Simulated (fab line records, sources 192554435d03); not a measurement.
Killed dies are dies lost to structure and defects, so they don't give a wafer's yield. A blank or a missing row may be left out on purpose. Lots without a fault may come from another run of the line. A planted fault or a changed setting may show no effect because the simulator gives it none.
fab line records | flow n5_finfet
record lots=6 wafers=18 last_day=16
route steps=1938 shown BEOL_M14@1731
lots that met no fault: from a run of the same line without faults
start_h: hours from the record's first day to the start of the lot's first wafer shown | wait_h: hours since the lot's step before | " the same as in the row above | L1.1+2: a row that stands for several wafers | - no value, or no start given | * or withheld: withheld | < > ~ a bound
route shown NAME@n: a module of which the file shows steps, and the number in the route of the first | usual: mean/standard deviation of fault-free wafers | same: alike in all rows | chamber/n: place in a boat | sites: the reading at each site | _std_site: their standard deviation | _edge_site: outer sites' mean less inner sites' | radius_mm: how far each site lies from the wafer's centre | mask NAME#n: copy n | behind: the tool/chamber that last shaped the wafer | hold: why the lot was held/for how many hours/how that ended | device: the transistor (n, p or np) that didn't switch | end of line: the same wafers' tests at the end of the route | a step without rows: its recipe alone | killed: dies lost to structure and defects at the first sort, not the wafer's yield | map: a wafer's dies, x killed, . not, _ none there
set.NAME: the setting as run; set.NAME@STEP: as run at that earlier step | model.NAME: the simulator's own value behind a step, which no gauge read
lots at some steps of the route; a table a step, a row a wafer
services: from which hour (start_h, from the record's first day; less than 0 if before it) a tool's chamber was out of use, for how many hours, and why
## steps
# step N5_BEOL_M14_VIA_ETCH_16
# recipe chemistry=C4F8/O2/Ar target=SiO2 he_inner_torr=15 he_outer_torr=30 target_depth_a=12313 time_s=withheld ion_energy_ev=800 pressure_mtorr=20 source_w=1905 bias_w=2040 Ar_flow_sccm=400 C4F8_flow_sccm=16 O2_flow_sccm=12 ends=cleared
# usual drypump_motor_current_A=5.9/0.43 oes_product_au=0.70/0.078 rf_vpp_V=2207/50 showerhead_plenum_p_Torr=3.44/0.09 throttle_valve_pct=30.94/0.26
# columns lot.wafer tool chamber start_h wait_h drypump_motor_current_A oes_product_au rf_vpp_V showerhead_plenum_p_Torr throttle_valve_pct
L478.1 rie_diel-06 3 258.43 0.0 5.3 0.72 2225 3.52 31.17
L478.3 " 2 " " 5.4 0.64 2159 3.39 30.53
L478.6 " 1 " " 6.5 0.86 2262 3.52 30.97
L485.1 rie_diel-06 3 285.95 0.0 5.3 0.71 2225 3.52 31.19
L485.4 " 0 " " 5.7 0.68 2126 3.58 30.93
L485.6 " 0 " " 5.7 0.68 2129 3.58 30.94
L483.1 rie_diel-03 3 290.37 0.0 6.3 0.71 2210 3.32 30.43
L483.2 " 1 " " 5.5 0.70 2203 3.47 31.02
L483.5 " 0 " " 6.1 0.63 2101 3.44 31.45
L484.3 rie_diel-06 3 294.29 0.0 5.3 0.70 2224 3.52 31.16
L484.4 " 0 " " 5.7 0.68 2128 3.58 30.94
L484.5 " 3 " " 5.3 0.71 2225 3.52 31.19
L492.1 rie_diel-01 1 329.08 0.0 5.9 0.62 2223 3.29 30.93
L492.4 " 2 " " 6.2 0.74 2220 3.48 31.10
L492.5 " 2 " " 6.2 0.75 2219 3.48 31.11
L493.1 rie_diel-01 2 345.56 0.1 6.2 0.74 2219 3.47 31.12
L493.2 " 1 " " 5.9 0.60 2221 3.29 30.91
L493.5 " 2 " " 6.2 0.73 2218 3.48 31.10
# step N5_BEOL_M14_STRIP_63
# recipe chemistry=O2 power_w=600 temp_c=60 pressure_mtorr=30 rf_frequency_hz=6e+07 bias_power_w=0 overash_fraction=0.3 o2_flow_sccm=225
# usual drypump_motor_current_A=5.9/0.43 oes_product_au=0.78/0.086 rf_vpp_V=3.6/0.99 showerhead_plenum_p_Torr=2.09/0.064 throttle_valve_pct=16.70/0.24
# columns lot.wafer tool chamber start_h wait_h drypump_motor_current_A oes_product_au rf_hours_counter_h rf_vpp_V showerhead_plenum_p_Torr throttle_valve_pct
L478.1 rie_diel-06 3 - - 5.3 0.82 66 3.6 2.13 16.71
L478.3 " 2 " " 5.4 0.72 221 5.7 2.07 16.69
L478.6 " 1 " " 6.5 0.97 - 3.8 2.12 16.41
L485.1 rie_diel-06 3 - - 5.3 0.79 75 3.9 2.13 16.71
L485.4 " 0 " " 5.7 0.76 158 3.0 2.19 16.77
L485.6 " 0 " " 5.7 0.78 - 3.6 2.19 16.79
L483.1 rie_diel-03 3 - - 6.3 0.82 116 3.7 2.01 16.28
L483.2 " 1 " " 5.5 0.78 111 2.7 2.12 16.89
L483.5 " 0 " " 6.1 0.70 - 4.5 2.11 17.24
L484.3 rie_diel-06 3 - - 5.3 0.78 78 3.4 2.13 16.69
L484.4 " 0 " " 5.8 0.77 161 5.0 2.19 16.81
L484.5 " 3 " " 5.3 0.78 - 3.0 2.12 16.71
L492.1 rie_diel-01 1 - - 5.9 0.68 223 5.5 1.97 16.71
L492.4 " 2 " " 6.2 0.82 85 3.3 2.13 16.87
L492.5 " 2 " " 6.2 0.83 - 1.7 2.13 16.86
L493.1 rie_diel-01 2 - - 6.3 0.84 93 2.4 2.13 16.87
L493.2 " 1 " " 5.9 0.68 231 2.4 1.97 16.73
L493.5 " 2 " " 6.2 0.84 - 3.0 2.13 16.86
# step N5_BEOL_M14_STRIP_64
# recipe chemistry=O2 power_w=600 temp_c=60 pressure_mtorr=30 rf_frequency_hz=6e+07 bias_power_w=0 overash_fraction=0.3 o2_flow_sccm=225
# usual drypump_motor_current_A=5.9/0.43 oes_product_au=0.78/0.084 rf_vpp_V=3.7/0.54 showerhead_plenum_p_Torr=2.09/0.064 throttle_valve_pct=16.70/0.24
# columns lot.wafer tool chamber start_h wait_h drypump_motor_current_A oes_product_au rf_hours_counter_h rf_vpp_V showerhead_plenum_p_Torr throttle_valve_pct
L478.1 rie_diel-06 3 - - 5.3 0.80 66 4.4 2.13 16.69
L478.3 " 2 " " 5.4 0.71 221 3.9 2.07 16.70
L478.6 " 1 " " 6.5 0.96 - 3.5 2.12 16.39
L485.1 rie_diel-06 3 - - 5.3 0.78 75 3.5 2.13 16.69
L485.4 " 0 " " 5.7 0.77 158 3.5 2.19 16.76
L485.6 " 0 " " 5.7 0.77 - 4.1 2.19 16.78
L483.1 rie_diel-03 3 - - 6.3 0.82 116 3.9 2.00 16.23
L483.2 " 1 " " 5.5 0.78 111 4.3 2.12 16.90
L483.5 " 0 " " 6.1 0.70 - 3.9 2.11 17.25
L484.3 rie_diel-06 3 - - 5.3 0.78 78 2.8 2.13 16.73
L484.4 " 0 " " 5.7 0.77 161 3.3 2.19 16.79
L484.5 " 3 " " 5.3 0.78 - 4.5 2.13 16.70
L492.1 rie_diel-01 1 - - 6.0 0.68 223 4.7 1.97 16.72
L492.4 " 2 " " 6.2 0.82 85 3.5 2.13 16.84
L492.5 " 2 " " 6.2 0.84 - 3.0 2.13 16.85
L493.1 rie_diel-01 2 - - 6.2 0.83 93 2.4 2.13 16.87
L493.2 " 1 " " 6.0 0.68 231 3.4 1.97 16.73
L493.5 " 2 " " 6.2 0.82 - 3.5 2.13 16.87
# step N5_BEOL_M14_STRIP_71
# recipe chemistry=post_etch_residue_remover time_s=60 temp_c=25 remover_ph=withheld remover_water_wt_pct=withheld remover_fluoride_wt_pct=withheld
# step N5_BEOL_M14_SRD_72
# recipe time_s=30 temp_c=23 rinse_liquid=diw dry=n2_spin spin_rpm=1500 dry_time_s=30
# step N5_BEOL_M14_CD_MEAS_17
# recipe target_cd_nm=250 polarity=opening
# usual cd_nm=250/3.3
# columns lot.wafer tool chamber start_h wait_h cd_nm
L478.1 cd_sem-02 - 258.78 0.0 253
L478.3 " - " " 252
L478.6 " - " " 252
L485.1 cd_sem-01 - 286.30 0.0 250
L485.4 " - " " 249
L485.6 " - " " 245
L483.1 cd_sem-02 - 290.72 0.0 247
L483.2 " - " " 247
L483.5 " - " " 251
L484.3 cd_sem-03 - 294.64 0.0 243
L484.4 " - " " 245
L484.5 " - " " 249
L492.1 cd_sem-01 - 329.43 0.0 245
L492.4 " - " " 250
L492.5 " - " " 253
L493.1 cd_sem-01 - 346.04 0.0 255
L493.2 " - " " 247
L493.5 " - " " 252
# step N5_BEOL_M14_COAT_65
# recipe resist=SOC temp_c=250 time_s=60 spin_rpm=1500 resist_thk_nm=450
# step N5_BEOL_M14_COAT_66
# recipe resist=SiARC temp_c=220 time_s=60 spin_rpm=1500 resist_thk_nm=110
# step N5_BEOL_M14_COAT_22
# recipe spin_rpm=2888 resist_thk_nm=300
# step N5_BEOL_M14_EBR_24
# recipe solvent=PGMEA ebr_width_mm=1.5
# step N5_BEOL_M14_SOFTBAKE_23
# recipe temp_c=130 time_s=60
# step N5_BEOL_M14_EXPOSE_25
# recipe mask_id=M14 na=0.8 source_shape=annular sigma_inner=0.5 sigma_outer=0.8 polarization=unpolarized target_cd_nm=280 dose_mj=26.6
# step N5_BEOL_M14_PEB_26
# recipe peb_temp_c=130 peb_time_s=90
# usual chill_plate_temp_C=23.02/0.1 exhaust_pa=44.8/0.99 heater_power_total_W=172.5/0.75 plate_temp_C=129.98/0.13
# columns lot.wafer tool chamber start_h wait_h chill_plate_temp_C exhaust_pa heater_power_total_W plate_temp_C
L478.1 litho_track-05 0 258.99 0.1 23.16 44.7 171.1 130.00
L478.3 " 0 " " 23.03 45.2 173.7 129.92
L478.6 " 0 " " 22.89 43.6 173.0 129.93
L485.1 litho_track-04 - 286.64 0.1 - - - -
L485.4 " - " " - - - -
L485.6 " - " " - - - -
L483.1 litho_track-02 - 291.05 0.1 - - - -
L483.2 " - " " - - - -
L483.5 " - " " - - - -
L484.3 litho_track-02 0 294.98 0.0 22.96 46.9 172.2 130.04
L484.4 " 0 " " 22.95 45.8 173.2 130.04
L484.5 " 0 " " 23.09 45.2 172.5 129.96
L492.1 litho_track-04 0 329.64 0.1 22.96 43.9 172.2 129.90
L492.4 " 0 " " 23.08 44.9 172.2 129.71
L492.5 " 0 " " 23.09 43.0 172.3 129.78
L493.1 litho_track-02 0 346.25 0.1 22.96 44.4 172.1 130.15
L493.2 " 0 " " 22.84 45.0 171.0 130.08
L493.5 " 0 " " 22.78 43.9 172.9 130.01
# step N5_BEOL_M14_DEVELOP_27
# recipe develop_time_s=45 rinse_liquid=diw dry=air_spin dev_temp_c=21
## services
# columns tool chamber start_h hours kind
rie_diel-01 3 255.63 - clean
rie_diel-01 3 255.63 - consumable_replace:focus_ring
rie_diel-01 3 255.63 20.5 scheduled_down
rie_diel-01 3 255.63 20.5 vent_cycle
rie_diel-06 3 307.81 6.7 repair
rie_diel-01 3 330.01 15.9 repair
litho_track-02 - 333.21 - consumable_replace:filter
rie_diel-06 2 338.04 - clean
rie_diel-06 2 338.04 - consumable_replace:focus_ring
rie_diel-06 2 338.04 18.1 scheduled_down
rie_diel-06 2 338.04 18.1 vent_cycle
rie_diel-01 0 343.02 22.2 repair
## key
first_sign step=N5_BEOL_M14_PEB_26 reading=tool_record direction=missing
effect none on later readings
met_at N5_BEOL_M14_PEB_26
struck_wafers L483.1,L483.2,L483.5,L485.1,L485.4,L485.6
later_rows_left_out L483.1,L483.2,L483.5,L485.1,L485.4,L485.6
sort_left_out L483.1,L483.2,L483.5,L485.1,L485.4,L485.6
fault kind=skipped_step_whole tool=litho_track-02,litho_track-04 chamber=- onset_h=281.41 steps=N5_BEOL_M14_PEB_26 scope=struck_lots_only
# sort_left_out: the simulated sort isn't trusted on such a fault, so these wafers' sort isn't shown, and their yield isn't known
# later_rows_left_out: the simulator's readings of these wafers behind a module that went badly wrong aren't trusted and aren't shown, but for the sort
